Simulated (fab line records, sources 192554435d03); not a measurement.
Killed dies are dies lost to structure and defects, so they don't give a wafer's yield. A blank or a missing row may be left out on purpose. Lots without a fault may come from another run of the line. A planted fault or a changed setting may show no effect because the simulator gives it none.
Split-lot experiment | flow n5_finfet | 7 lots, 21 wafers read, on a route of 1938 steps

THE SPLIT
At N5_BEOL_M6_ETCH_41 (etches SiCN in CH3F/O2, target depth 29.7 nm, time 52 s), the setting time_s was moved away from the recipe's 52 s on 5 of the 21 wafers read, by -17.5% to +12.2%. The other wafers ran this setting at the recipe's value.

The reading is taken at the split's own step.

THE READING
etch.depth_nm (the simulator's own value, which no gauge read), in nm, at N5_BEOL_M6_ETCH_41 (etches SiCN in CH3F/O2, target depth 29.7 nm, time 52 s). The file gives no usual value for it. The 16 wafers here that ran the recipe average 19.85 nm, standard deviation 0.2 nm.

wafer  | tool, chamber at the split | time_s as run, s | against the recipe | etch.depth_nm, nm | against lot-mates on the recipe
L075.1 | rie_diel-03, 0             | 42.9             | -17.5%             | 16.76             | -3.26
L075.3 | rie_diel-03, 1             | 52               | recipe             | 19.79             | -
L075.5 | rie_diel-03, 0             | 52               | recipe             | 20.26             | -
L082.1 | rie_diel-04, 0             | 52               | recipe             | 20.08             | -
L082.2 | rie_diel-04, 2             | 52               | recipe             | 19.95             | -
L082.6 | rie_diel-04, 0             | 52               | recipe             | 19.98             | -
L083.1 | rie_diel-04, 0             | 52               | recipe             | 19.73             | -
L083.3 | rie_diel-04, 1             | 52               | recipe             | 19.58             | -
L083.4 | rie_diel-04, 1             | 52               | recipe             | 19.58             | -
L087.1 | rie_diel-04, 1             | 52               | recipe             | 19.62             | -
L087.2 | rie_diel-04, 3             | 52               | recipe             | 19.64             | -
L087.4 | rie_diel-04, 0             | 52               | recipe             | 19.85             | -
L093.3 | rie_diel-04, 1             | 52               | recipe             | 19.62             | -
L093.5 | rie_diel-04, 1             | 58.3             | +12.1%             | 22.05             | +2.43
L093.6 | rie_diel-04, 0             | 58.3             | +12.1%             | 22.38             | +2.76
L095.2 | rie_diel-03, 1             | 52               | recipe             | 19.93             | -
L095.4 | rie_diel-03, 3             | 58.36            | +12.2%             | 22.32             | +2.39
L095.6 | rie_diel-03, 2             | 58.36            | +12.2%             | 22.55             | +2.62
L096.1 | rie_diel-04, 0             | 52               | recipe             | 20.12             | -
L096.3 | rie_diel-04, 2             | 52               | recipe             | 19.86             | -
L096.6 | rie_diel-04, 0             | 52               | recipe             | 20                | -

THE FIT
A straight line over all 21 wafers: etch.depth_nm changes by +0.193 nm for each +1% of time_s; r = +0.99; the points scatter about the line by 0.22 nm.
The same after taking each lot's own level away (the mean of its wafers on the recipe; 21 wafers): +0.201 nm for each +1%; r = +0.99; scatter 0.14 nm.
On that fit, the largest move of time_s shifts the reading by 3.5 nm.
The lots' own levels span 19.620 to 20.025 nm, that is 2.0 times the standard deviation above.
So the lot-to-lot level changes the slope little: the two slopes agree.
Check: with one of the wafers moved furthest among these (-17.5%) left out of the fit, the line predicts -3.67 nm for it against its lot-mates. It came out at -3.26 nm against them.

OTHER SPLITS ON THESE WAFERS
These wafers also went through other splits before the reading. Each is held against what the fit with the lots' levels taken away leaves over:
other split on the same wafers | wafers away from the commonest value | r with etch.depth_nm (lot level and that fit taken away)
N5_BEOL_M5_EXPOSE_25 dose_mj   | 6                                    | +0.07

THE FILE'S OWN FIT
etch.depth_nm changes by +0.198 nm for each +1% of time_s, r = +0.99.
